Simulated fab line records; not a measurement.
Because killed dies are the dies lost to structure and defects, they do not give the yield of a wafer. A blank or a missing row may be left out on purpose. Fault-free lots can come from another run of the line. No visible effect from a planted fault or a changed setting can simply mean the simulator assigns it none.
Split-lot study ; flow n5-finfet ; on a route of 1938 steps: 7 lots, 21 wafers read

== THE SPLIT ITSELF ==
At N5_BEOL_M7_COAT_59 (time 60 s, resist thk 100 nm), the setting spin-rpm was moved away from the recipe's 1500 rpm on 7 of the 21 wafers read, by -11.2% to +8.5%. For the rest of the wafers, this setting stayed at what the recipe calls for.

== FROM THE SPLIT TO THE READING: what the file shows between them, 8 steps ==
- N5_BEOL_M7_COAT_05: resist thk 90 nm (also split here: spin-rpm)
- N5_BEOL_M7_EBR_07
- N5_BEOL_M7_SOFTBAKE_06: time 60 s
- N5_BEOL_M7_DESCUM_16: chemistry O2, time 7.9 s
- N5_BEOL_M7_ETCH_61: etches SiARC in CF4, target depth 45.5 nm, time 75.8 s
- N5_BEOL_M7_ETCH_62: etches SOC in N2/H2, target depth 110 nm, overetch 22 nm, time 165 s
- N5_BEOL_M7_STRIP_68: strips in N2/H2
- N5_BEOL_M7_STRIP_67: strips in CF4

== THE READING ==
SOC_of_BEOL_M7_COAT_59.thk-nm (the simulator's own value, which no gauge read), in nm, at N5_BEOL_M7_HM_OPEN_17 (chemistry Cl2/BCl3, target TiN, target depth 20 nm, overetch 6 nm). The file does not state a usual value for it. Here, 14 wafers ran the recipe; their average is 92.1 nm with a standard deviation of 0.38 nm.

wafer;tool, chamber at the split;spin-rpm as run, rpm;against the recipe;SOC_of_BEOL_M7_COAT_59.thk-nm, nm;against lot-mates on the recipe
L074.2;litho-track-04, 0;1628;+8.5%;87.8;-4.8
L074.3;litho-track-04, 0;1500;recipe;92.6;-
L074.5;litho-track-04, 0;1500;recipe;92.6;-
L080.2;litho-track-01, 0;1332;-11.2%;97.8;+6.2
L080.5;litho-track-01, 0;1332;-11.2%;98.2;+6.6
L080.6;litho-track-01, 0;1500;recipe;91.6;-
L082.1;litho-track-04, 0;1500;recipe;92.4;-
L082.2;litho-track-04, 0;1500;recipe;91.6;-
L082.5;litho-track-04, 0;1500;recipe;92;-
L084.1;litho-track-04, 0;1500;recipe;91.6;-
L084.2;litho-track-04, 0;1500;recipe;92.2;-
L084.3;litho-track-04, 0;1393;-7.1%;95.8;+3.9
L087.1;litho-track-01, 0;1500;recipe;91.6;-
L087.3;litho-track-01, 0;1500;recipe;92.4;-
L087.6;litho-track-01, 0;1500;recipe;92.4;-
L089.1;litho-track-01, 0;1500;recipe;92.2;-
L089.4;litho-track-01, 0;1500;recipe;92.2;-
L089.6;litho-track-01, 0;1500;recipe;91.6;-
L092.1;litho-track-04, 0;1561;+4.1%;89.8;no lot-mate on the recipe
L092.2;litho-track-04, 0;1561;+4.1%;89.4;no lot-mate on the recipe
L092.4;litho-track-04, 0;1561;+4.1%;89.6;no lot-mate on the recipe

FIT RESULTS
A straight line over all 21 wafers: SOC_of_BEOL_M7_COAT_59.thk-nm changes by -0.534 nm for each +1% of spin-rpm; r = -0.99; the points scatter about the line by 0.37 nm.
The same after taking each lot's own level away (the mean of its wafers on the recipe; 18 wafers): -0.566 nm for each +1%; r = -0.99; scatter 0.28 nm.
Per that fit: largest spin-rpm move, reading shift of 6.3 nm.
From 91.60 to 92.60 nm: that is the span of the lots' own levels, equal to 2.6 times the standard deviation above.
The two slopes are in agreement: the lot-to-lot level therefore moves the slope only a little.
Check: for one of the wafers moved furthest among these (-11.2%), held out of the fit, the line's prediction against its lot-mates is +6.42 nm. Against them it came out at +6.2 nm.

== ADDITIONAL SPLITS CARRIED BY THESE WAFERS ==
Before the reading, these wafers also passed through other splits. Each is held against what the fit with the lots' levels taken away leaves over:
other split on the same wafers;wafers away from the commonest value;r with SOC_of_BEOL_M7_COAT_59.thk-nm (lot level and that fit taken away)
N5_BEOL_M6_COAT_60 spin-rpm;4;-0.04
N5_BEOL_M7_COAT_05 spin-rpm;7;+0.07

== THE WHOLE CHAIN: every reading that the file lists as answering this split, in the file's order ==
step;what it does;reading;change (the file's fit);r (the file's)
N5_BEOL_M7_COAT_59;time 60 s, resist thk 100 nm;SOC_of_BEOL_M7_COAT_59.thk-nm (the simulator's own value, which no gauge read);-0.549 nm for each +1% of the setting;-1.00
N5_BEOL_M7_ETCH_62;etches SOC in N2/H2, target depth 110 nm, overetch 22 nm, time 165 s;etch.depth-nm (the simulator's own value, which no gauge read);-0.536 nm for each +1% of the setting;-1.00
N5_BEOL_M7_HM_OPEN_17;chemistry Cl2/BCl3, target TiN, target depth 20 nm, overetch 6 nm;SOC_of_BEOL_M7_COAT_59.thk-nm (the simulator's own value, which no gauge read);-0.564 nm for each +1% of the setting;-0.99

== THE FILE'S OWN FIT ==
SOC_of_BEOL_M7_COAT_59.thk-nm changes by -0.564 nm for each +1% of spin-rpm, r = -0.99.
